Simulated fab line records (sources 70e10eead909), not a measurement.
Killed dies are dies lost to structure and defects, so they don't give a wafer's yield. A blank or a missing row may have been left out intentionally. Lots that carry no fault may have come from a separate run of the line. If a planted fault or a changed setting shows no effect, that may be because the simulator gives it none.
Comparing a struck lot with a sound one -- flow nandHarc -- 14 steps out of a route of 1159
Sound: the wafers L342.1, L342.3, L342.5. Struck: wafer L349.6 (left out: L349.1, L349.3 of the same lot, which were not struck); the cause appears at the end.
For every step that has rows: the tool of each side, followed by ch and its chambers, followed by its first start. Under that, the readings that differ: sound wafers -- struck wafers -- difference of the means -- sigmas: that difference in standard deviations of wafers without a fault.
alike: words and numbers the same on both sides, and readings whose means are apart by under 2 such deviations; not compared: readings that were withheld, readings missing a value for some wafer, numbers with overlapping values and no deviation given by the record, and bounds like >300 which may hide the same value.
The two part at a step that has a row with sigmas, a row that says differs or no value, or rows on one side only. Numbers that don't overlap but have no deviation are shown without sigmas and don't part them. A reading missing from all wafers of one side parts the sides only when that side holds two or more wafers.

first, 7 steps without rows for these wafers: NHARC_A_STAIRCASE_COAT_03; NHARC_A_STAIRCASE_SOFTBAKE_04 (time 170 s); NHARC_A_STAIRCASE_EBR_05; NHARC_A_STAIRCASE_EXPOSE_06 (exposes mask STAIR); NHARC_A_STAIRCASE_PEB_07 (peb time 130 s); NHARC_A_STAIRCASE_DEVELOP_08 (time 140 s); NHARC_A_STAIRCASE_HARDBAKE_10 (time 140 s).
NHARC_A_STAIRCASE_DESCUM_11: chemistry O2, time 3 s.
  sound on rieDiel-02 ch 0,1,3, day 12 18:39; struck on rieDiel-08 ch 3, day 14 12:56
  alike: drypumpMotorCurrentA, oesProductAu, rfVppV, showerheadPlenumPTorr, throttleValvePct
  not compared: rfHoursCounterH
NHARC_A_STAIRCASE_TRIM_12: chemistry O2, time 211.2 s.
  sound on rieDiel-02 ch 1,3, day 12 18:46; struck on rieDiel-08 ch 2, day 14 13:01
reading,sound,struck,difference,sigmas
rfVppV (V),58.0 57.9 58.9,56.1,-2.2,-2
  alike: drypumpMotorCurrentA, oesProductAu, showerheadPlenumPTorr, throttleValvePct
  not compared: rfHoursCounterH
NHARC_A_STAIRCASE_ETCH_13: etches the open film in C4F8/O2, target depth 100 nm, time 40.5 s.
  sound on rieDiel-02 ch 1,2,3; struck on rieDiel-08 ch 2
  alike: oesProductAu, rfVppV, runLengthS
  not compared: rfHoursCounterH
NHARC_A_STAIRCASE_TRIM_14: chemistry O2, time 211.2 s.
  sound on rieDiel-02 ch 1,2; struck on rieDiel-08 ch 3
  alike: drypumpMotorCurrentA, oesProductAu, rfVppV, showerheadPlenumPTorr, throttleValvePct
  not compared: rfHoursCounterH
NHARC_A_STAIRCASE_ETCH_15: etches the open film in C4F8/O2, target depth 100 nm, time 40.5 s.
  sound on rieDiel-02 ch 0,3, day 12 19:10; struck on rieDiel-08 ch 0, day 14 13:24
reading,sound,struck,difference,sigmas
oesProductAu (a.u.),0.952 0.929 0.932,0.960,+0.022,+2
runLengthS (s),62.5 61.3 61.4,48.4,-13.3,-35
  alike: rfVppV
  not compared: rfHoursCounterH
NHARC_A_STAIRCASE_TRIM_16: chemistry O2, time 211.2 s.
  sound on rieDiel-02 ch 1,2; struck on rieDiel-08 ch 3
  alike: drypumpMotorCurrentA, oesProductAu, rfVppV, showerheadPlenumPTorr, throttleValvePct
  not compared: rfHoursCounterH
-- break in the record here, with 8 days between the starts of the struck wafers on either side (left off in module A_STAIRCASE, picked up again in module END, where the first step shown is number 1159 on the route) --
NHARC_END_SORT_01:
  sound on prober-01 ch 0, day 21 10:17; struck on prober-02 ch 0, day 23 01:11
reading,sound,struck,difference,sigmas
killedAtArray,33 51 33,673,+634,+64
killedDies,36 54 36,677,+635,+64
  alike: killedAtOther, killedAtPeriphery, killedOpen, killedShort

WHERE THEY PART
Last at NHARC_END_SORT_01 as far as this record goes, first at NHARC_A_STAIRCASE_TRIM_12.

WHY: what the simulator had put in
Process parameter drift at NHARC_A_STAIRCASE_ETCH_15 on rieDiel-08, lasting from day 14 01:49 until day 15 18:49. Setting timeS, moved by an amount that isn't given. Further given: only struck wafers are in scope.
